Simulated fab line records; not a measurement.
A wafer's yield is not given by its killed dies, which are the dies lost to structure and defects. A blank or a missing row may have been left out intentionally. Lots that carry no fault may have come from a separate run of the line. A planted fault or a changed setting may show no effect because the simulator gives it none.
Matching of chambers :: flow n5-finfet :: N5_DUMMY_GATE_TRIM_49 on rie-si-02: 4 sister chambers
The step chemistry O2, time 29 s, target cd 14 nm. 4 wafers are shown with their chamber, then 8 later ones without.

## WAFERS WITH THEIR CHAMBER
wafer: L084.1
chamber: 3
throttle-valve-pct (%): 8.04

wafer: L088.5
chamber: 1
throttle-valve-pct (%): 7.85

wafer: L088.6
chamber: 2
throttle-valve-pct (%): 8.27

wafer: L089.1
chamber: 0
throttle-valve-pct (%): 8.09

## WAFERS WHOSE CHAMBER IS MISSING
wafer: L089.2
throttle-valve-pct (%): 8.05

wafer: L089.5
throttle-valve-pct (%): 8.09

wafer: L094.2
throttle-valve-pct (%): 8.08

wafer: L094.3
throttle-valve-pct (%): 8.29

wafer: L094.5
throttle-valve-pct (%): 8.27

wafer: L096.2
throttle-valve-pct (%): 7.84

wafer: L096.3
throttle-valve-pct (%): 8.04

wafer: L096.6
throttle-valve-pct (%): 8.07

## EACH ONE'S CHAMBER
wafer: L089.2
from the rows above: 3
in truth: 3

wafer: L089.5
from the rows above: 0
in truth: 0

wafer: L094.2
from the rows above: 0
in truth: 0

wafer: L094.3
from the rows above: 2
in truth: 2

wafer: L094.5
from the rows above: 2
in truth: 2

wafer: L096.2
from the rows above: 1
in truth: 1

wafer: L096.3
from the rows above: 3
in truth: 3

wafer: L096.6
from the rows above: can't be placed: 0 or 3
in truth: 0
Placed correctly: 7 of 8. Not placeable from these rows: 1 (in 1, the candidates include the true chamber). 0 placed wrongly.
How it was worked out, from the rows above alone: a wafer's distance from a chamber is the root of the sum, over the readings, of the square of ((its reading less the chamber's mean) divided by the reading's scatter). If the next closest chamber is less than 2 further off than the closest, the wafer can't be placed; otherwise it belongs to the closest. Each chamber's mean is taken over the wafers shown for it. The scatter: with one shown wafer a chamber, the root of the mean of the squares of how far each hidden wafer lies from its nearest shown one.
